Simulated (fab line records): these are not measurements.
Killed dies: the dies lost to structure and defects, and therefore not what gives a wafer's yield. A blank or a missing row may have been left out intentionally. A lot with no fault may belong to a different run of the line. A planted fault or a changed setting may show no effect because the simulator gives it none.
Split-lot trial | flow n5Finfet | 7 lots, 39 wafers read, on a route of 1938 steps

== ON THE SPLIT ==
At N5_FIN_CUT_CUT_ETCH_26 (etches SiNx in CH3F/O2, target depth 39 nm, time 55.7 s), the setting timeS was moved away from the recipe's 55.7 s on 15 of the 39 wafers read, by -54.0% to +53.2%. This setting was run at the recipe's value on the other wafers.

== FROM THE SPLIT TO THE READING: what the file shows between them, 2 steps ==
- N5_FIN_CUT_CUT_ETCH_27: etches SiO2 in CHF3/O2, target depth 4 nm, overetch 2 nm, time 4.9 s
- N5_FIN_CUT_PRECLEAN_35: cleans in vHF, time 13.3 s

== THE READING ==
SOC_of_FIN_CUT_COAT_18.thkNm (the simulator's own value, which no gauge read), in nm, at N5_FIN_CUT_CUT_ETCH_15 (etches Si in HBr/Cl2/O2, target depth 100 nm, bt time 10 s, time 42.4 s). There is no usual value for it anywhere in the file. The 24 wafers here that ran the recipe average 170.1 nm, standard deviation 1.1 nm.

wafer  | tool, chamber at the split | timeS as run, s | against the recipe | SOC_of_FIN_CUT_COAT_18.thkNm, nm | against lot-mates on the recipe
L074.1 | rieDiel-04, 2              | 79.75           | +43.2%             | 162.4                            | -8.1
L074.2 | rieDiel-04, 0              | 79.75           | +43.2%             | 160.4                            | -10.1
L074.3 | rieDiel-04, 1              | 55.7            | recipe             | 170                              | -
L074.4 | rieDiel-04, 3              | 55.7            | recipe             | 170.8                            | -
L074.5 | rieDiel-04, 2              | 79.75           | +43.2%             | 161.2                            | -9.3
L074.6 | rieDiel-04, 3              | 55.7            | recipe             | 170.6                            | -
L075.1 | rieDiel-04, 3              | 68.01           | +22.1%             | 167.6                            | -4.7
L075.2 | rieDiel-04, 2              | 55.7            | recipe             | 172.4                            | -
L075.5 | rieDiel-04, 3              | 55.7            | recipe             | 172.4                            | -
L075.3 | rieDiel-04, 0              | 68.01           | +22.1%             | 166.6                            | -5.7
L075.4 | rieDiel-04, 1              | 68.01           | +22.1%             | 169.4                            | -2.9
L075.6 | rieDiel-04, 2              | 55.7            | recipe             | 172.2                            | -
L077.3 | rieDiel-02, 0              | 55.7            | recipe             | 170                              | -
L077.4 | rieDiel-02, 1              | 55.7            | recipe             | 169.2                            | -
L077.5 | rieDiel-02, 3              | 55.7            | recipe             | 170.4                            | -
L085.1 | rieDiel-04, 0              | 44.11           | -20.8%             | 174.2                            | +4.0
L085.2 | rieDiel-04, 3              | 55.7            | recipe             | 171                              | -
L085.3 | rieDiel-04, 1              | 44.11           | -20.8%             | 173.6                            | +3.4
L085.4 | rieDiel-04, 2              | 44.11           | -20.8%             | 174                              | +3.8
L085.5 | rieDiel-04, 0              | 55.7            | recipe             | 168.4                            | -
L085.6 | rieDiel-04, 1              | 55.7            | recipe             | 171.2                            | -
L089.1 | rieDiel-05, 0              | 55.7            | recipe             | 169                              | -
L089.2 | rieDiel-05, 1              | 55.7            | recipe             | 168.4                            | -
L089.3 | rieDiel-05, 3              | 55.7            | recipe             | 170.6                            | -
L089.4 | rieDiel-05, 2              | 55.7            | recipe             | 170.4                            | -
L089.6 | rieDiel-05, 1              | 55.7            | recipe             | 170.4                            | -
L089.5 | rieDiel-05, 0              | 55.7            | recipe             | 169.8                            | -
L093.1 | rieDiel-02, 0              | 25.6            | -54.0%             | 180.2                            | +10.9
L093.4 | rieDiel-02, 2              | 25.6            | -54.0%             | 180.2                            | +10.9
L093.2 | rieDiel-02, 1              | 55.7            | recipe             | 169                              | -
L093.3 | rieDiel-02, 3              | 55.7            | recipe             | 168.8                            | -
L093.5 | rieDiel-02, 0              | 55.7            | recipe             | 170.2                            | -
L093.6 | rieDiel-02, 1              | 25.6            | -54.0%             | 179.6                            | +10.3
L097.1 | rieDiel-05, 0              | 85.35           | +53.2%             | 159.4                            | -9.9
L097.4 | rieDiel-05, 3              | 85.35           | +53.2%             | 159.4                            | -9.9
L097.2 | rieDiel-05, 1              | 55.7            | recipe             | 168.8                            | -
L097.3 | rieDiel-05, 2              | 55.7            | recipe             | 169.6                            | -
L097.6 | rieDiel-05, 0              | 55.7            | recipe             | 169.6                            | -
L097.5 | rieDiel-05, 3              | 85.35           | +53.2%             | 158.8                            | -10.5

THE FIT
A straight line over all 39 wafers: SOC_of_FIN_CUT_COAT_18.thkNm changes by -0.19 nm for each +1% of timeS; r = -0.97; the points scatter about the line by 1.2 nm.
The same after taking each lot's own level away (the mean of its wafers on the recipe; 39 wafers): -0.197 nm for each +1%; r = -0.99; scatter 0.74 nm.
On that fit, the largest move of timeS shifts the reading by 11 nm.
From 169.33 to 172.33 nm: that is the span of the lots' own levels, equal to 2.6 times the standard deviation above.
The two slopes agree, so the slope changes little with the lot-to-lot level.
Check: with one of the wafers moved furthest among these (-54.0%) left out of the fit, the line predicts +10.6 nm for it against its lot-mates. Against them it came out at +10.9 nm.

== THE OTHER SPLITS THESE WAFERS WENT THROUGH ==
Note: prior to the reading, these wafers also went through further splits. Each is held against what the fit with the lots' levels taken away leaves over:
other split on the same wafers               | wafers away from the commonest value | r with SOC_of_FIN_CUT_COAT_18.thkNm (lot level and that fit taken away)
N5_PMOS_HMC_CHANNEL_EPI_HM_DEP_34 targetThkA | 18                                   | +0.01

== THE WHOLE CHAIN: every reading that the file lists as answering this split, in the file's order ==
step                   | what it does                                                            | reading                                                                       | change (the file's fit)               | r (the file's)
N5_FIN_CUT_CUT_ETCH_26 | etches SiNx in CH3F/O2, target depth 39 nm, time 55.7 s                 | etch.depthNm (the simulator's own value, which no gauge read)                 | +0.39 nm for each +1% of the setting  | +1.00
N5_FIN_CUT_CUT_ETCH_26 | etches SiNx in CH3F/O2, target depth 39 nm, time 55.7 s                 | SOC_of_FIN_CUT_COAT_18.thkNm (the simulator's own value, which no gauge read) | -0.192 nm for each +1% of the setting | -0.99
N5_FIN_CUT_CUT_ETCH_15 | etches Si in HBr/Cl2/O2, target depth 100 nm, bt time 10 s, time 42.4 s | SOC_of_FIN_CUT_COAT_18.thkNm (the simulator's own value, which no gauge read) | -0.198 nm for each +1% of the setting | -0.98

== THE FILE'S OWN FIT ==
SOC_of_FIN_CUT_COAT_18.thkNm changes by -0.198 nm for each +1% of timeS, r = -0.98.
